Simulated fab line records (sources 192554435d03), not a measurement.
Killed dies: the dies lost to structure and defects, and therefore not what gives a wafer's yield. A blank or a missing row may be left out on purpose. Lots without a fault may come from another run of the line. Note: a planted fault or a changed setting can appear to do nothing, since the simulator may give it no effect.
Split-lot experiment || flow n5-finfet || 21 wafers read from 7 lots, route of 1938 steps

THE SPLIT ITSELF
At N5_GATE_CUT_COAT_27 (time 60 s, resist thk 10 nm), the setting spin-rpm was moved away from the recipe's 1500 rpm on 8 of the 21 wafers read, by -9.5% to +9.3%. All remaining wafers had this setting at the recipe value.

FROM THE SPLIT ON TO THE READING: in between, the file shows 1 step
- N5_GATE_CUT_DESCUM_18: chemistry O2, time 7 s (also split here: time-s)

THE READING
etch.depth-nm (the simulator's own value, which no gauge read), in nm, at N5_GATE_CUT_ETCH_28 (etches underlayer in N2/H2, target depth 13 nm, time 10.4 s). No usual value for it is given in the file. Average 10.026 nm, standard deviation 0.025 nm, over the 13 wafers here run with the recipe.

{"wafer": "L074.2", "tool, chamber at the split": "litho-track-04, 0", "spin-rpm as run, rpm": 1375, "against the recipe": "-8.3%", "etch.depth-nm, nm": 10.47, "against lot-mates on the recipe": "+0.440"}
{"wafer": "L074.4", "tool, chamber at the split": "litho-track-04, 0", "spin-rpm as run, rpm": 1375, "against the recipe": "-8.3%", "etch.depth-nm, nm": 10.48, "against lot-mates on the recipe": "+0.450"}
{"wafer": "L074.5", "tool, chamber at the split": "litho-track-04, 0", "spin-rpm as run, rpm": 1500, "against the recipe": "recipe", "etch.depth-nm, nm": 10.03, "against lot-mates on the recipe": "-"}
{"wafer": "L079.1", "tool, chamber at the split": "litho-track-01, 0", "spin-rpm as run, rpm": 1500, "against the recipe": "recipe", "etch.depth-nm, nm": 10.02, "against lot-mates on the recipe": "-"}
{"wafer": "L079.2", "tool, chamber at the split": "litho-track-01, 0", "spin-rpm as run, rpm": 1500, "against the recipe": "recipe", "etch.depth-nm, nm": 10.03, "against lot-mates on the recipe": "-"}
{"wafer": "L079.5", "tool, chamber at the split": "litho-track-01, 0", "spin-rpm as run, rpm": 1500, "against the recipe": "recipe", "etch.depth-nm, nm": 10.03, "against lot-mates on the recipe": "-"}
{"wafer": "L084.4", "tool, chamber at the split": "litho-track-05, 0", "spin-rpm as run, rpm": 1372, "against the recipe": "-8.5%", "etch.depth-nm, nm": 10.5, "against lot-mates on the recipe": "+0.440"}
{"wafer": "L084.5", "tool, chamber at the split": "litho-track-05, 0", "spin-rpm as run, rpm": 1500, "against the recipe": "recipe", "etch.depth-nm, nm": 10.07, "against lot-mates on the recipe": "-"}
{"wafer": "L084.6", "tool, chamber at the split": "litho-track-05, 0", "spin-rpm as run, rpm": 1500, "against the recipe": "recipe", "etch.depth-nm, nm": 10.05, "against lot-mates on the recipe": "-"}
{"wafer": "L086.4", "tool, chamber at the split": "litho-track-04, 0", "spin-rpm as run, rpm": 1556, "against the recipe": "+3.7%", "etch.depth-nm, nm": 9.848, "against lot-mates on the recipe": -0.182}
{"wafer": "L086.5", "tool, chamber at the split": "litho-track-04, 0", "spin-rpm as run, rpm": 1500, "against the recipe": "recipe", "etch.depth-nm, nm": 10.03, "against lot-mates on the recipe": "-"}
{"wafer": "L086.6", "tool, chamber at the split": "litho-track-04, 0", "spin-rpm as run, rpm": 1556, "against the recipe": "+3.7%", "etch.depth-nm, nm": 9.873, "against lot-mates on the recipe": -0.157}
{"wafer": "L089.3", "tool, chamber at the split": "litho-track-05, 0", "spin-rpm as run, rpm": 1500, "against the recipe": "recipe", "etch.depth-nm, nm": 10.05, "against lot-mates on the recipe": "-"}
{"wafer": "L089.4", "tool, chamber at the split": "litho-track-05, 0", "spin-rpm as run, rpm": 1357, "against the recipe": "-9.5%", "etch.depth-nm, nm": 10.56, "against lot-mates on the recipe": "+0.510"}
{"wafer": "L089.6", "tool, chamber at the split": "litho-track-05, 0", "spin-rpm as run, rpm": 1357, "against the recipe": "-9.5%", "etch.depth-nm, nm": 10.56, "against lot-mates on the recipe": "+0.510"}
{"wafer": "L093.1", "tool, chamber at the split": "litho-track-05, 0", "spin-rpm as run, rpm": 1500, "against the recipe": "recipe", "etch.depth-nm, nm": 10.04, "against lot-mates on the recipe": "-"}
{"wafer": "L093.4", "tool, chamber at the split": "litho-track-05, 0", "spin-rpm as run, rpm": 1500, "against the recipe": "recipe", "etch.depth-nm, nm": 9.975, "against lot-mates on the recipe": "-"}
{"wafer": "L093.5", "tool, chamber at the split": "litho-track-05, 0", "spin-rpm as run, rpm": 1500, "against the recipe": "recipe", "etch.depth-nm, nm": 10.03, "against lot-mates on the recipe": "-"}
{"wafer": "L096.1", "tool, chamber at the split": "litho-track-05, 0", "spin-rpm as run, rpm": 1500, "against the recipe": "recipe", "etch.depth-nm, nm": 10, "against lot-mates on the recipe": "-"}
{"wafer": "L096.2", "tool, chamber at the split": "litho-track-05, 0", "spin-rpm as run, rpm": 1640, "against the recipe": "+9.3%", "etch.depth-nm, nm": 9.523, "against lot-mates on the recipe": -0.471}
{"wafer": "L096.6", "tool, chamber at the split": "litho-track-05, 0", "spin-rpm as run, rpm": 1500, "against the recipe": "recipe", "etch.depth-nm, nm": 9.988, "against lot-mates on the recipe": "-"}

THE FIT
A straight line over all 21 wafers: etch.depth-nm changes by -0.054 nm for each +1% of spin-rpm; r = -1.00; the points scatter about the line by 0.024 nm.
The same after taking each lot's own level away (the mean of its wafers on the recipe; 21 wafers): -0.0519 nm for each +1%; r = -1.00; scatter 0.016 nm.
According to that fit, moving spin-rpm by its largest amount changes the reading by 0.5 nm.
From 9.9940 to 10.0600 nm: that is the span of the lots' own levels, equal to 2.6 times the standard deviation above.
Consequently the slope shifts little with the lot-to-lot level, the two slopes agreeing.
Check: for one of the wafers moved furthest among these (-9.5%), held out of the fit, the line's prediction against its lot-mates is +0.498 nm. It came out at +0.51 nm against them.

ADDITIONAL SPLITS CARRIED BY THESE WAFERS
Other splits were also applied to these wafers ahead of the reading. Each is held against what the fit with the lots' levels taken away leaves over:
{"other split on the same wafers": "N5_SDB_COAT_04 spin-rpm", "wafers away from the commonest value": 8, "r with etch.depth-nm (lot level and that fit taken away)": "+0.05"}
{"other split on the same wafers": "N5_HKMG_FIN_ETCH_55 time-s", "wafers away from the commonest value": 5, "r with etch.depth-nm (lot level and that fit taken away)": -0.02}
{"other split on the same wafers": "N5_HKMG_FIN_ETCH_58 source-w", "wafers away from the commonest value": 8, "r with etch.depth-nm (lot level and that fit taken away)": "+0.04"}
{"other split on the same wafers": "N5_HKMG_FIN_ETCH_35 bias-w", "wafers away from the commonest value": 6, "r with etch.depth-nm (lot level and that fit taken away)": "+0.16"}
{"other split on the same wafers": "N5_GATE_CUT_DESCUM_18 time-s", "wafers away from the commonest value": 7, "r with etch.depth-nm (lot level and that fit taken away)": -0.01}

THE WHOLE CHAIN: every reading that the file lists as answering this split, in the file's order
{"step": "N5_GATE_CUT_COAT_27", "what it does": "time 60 s, resist thk 10 nm", "reading": "underlayer_of_GATE_CUT_COAT_27.thk-nm (the simulator's own value, which no gauge read)", "change (the file's fit)": "-0.0558 nm for each +1% of the setting", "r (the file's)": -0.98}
{"step": "N5_GATE_CUT_ETCH_28", "what it does": "etches underlayer in N2/H2, target depth 13 nm, time 10.4 s", "reading": "etch.depth-nm (the simulator's own value, which no gauge read)", "change (the file's fit)": "-0.0522 nm for each +1% of the setting", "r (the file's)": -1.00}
{"step": "N5_GATE_CUT_ETCH_36", "what it does": "etches SiARC in CF4, target depth 13 nm, time 21.7 s", "reading": "CAR-EUV_of_GATE_CUT_COAT_07.thk-nm (the simulator's own value, which no gauge read)", "change (the file's fit)": "+0.0729 nm for each +1% of the setting, in a fit together with time-s@GATE_CUT_DESCUM_18", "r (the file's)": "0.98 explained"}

FILE'S OWN FIT
etch.depth-nm changes by -0.0522 nm for each +1% of spin-rpm, r = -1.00.
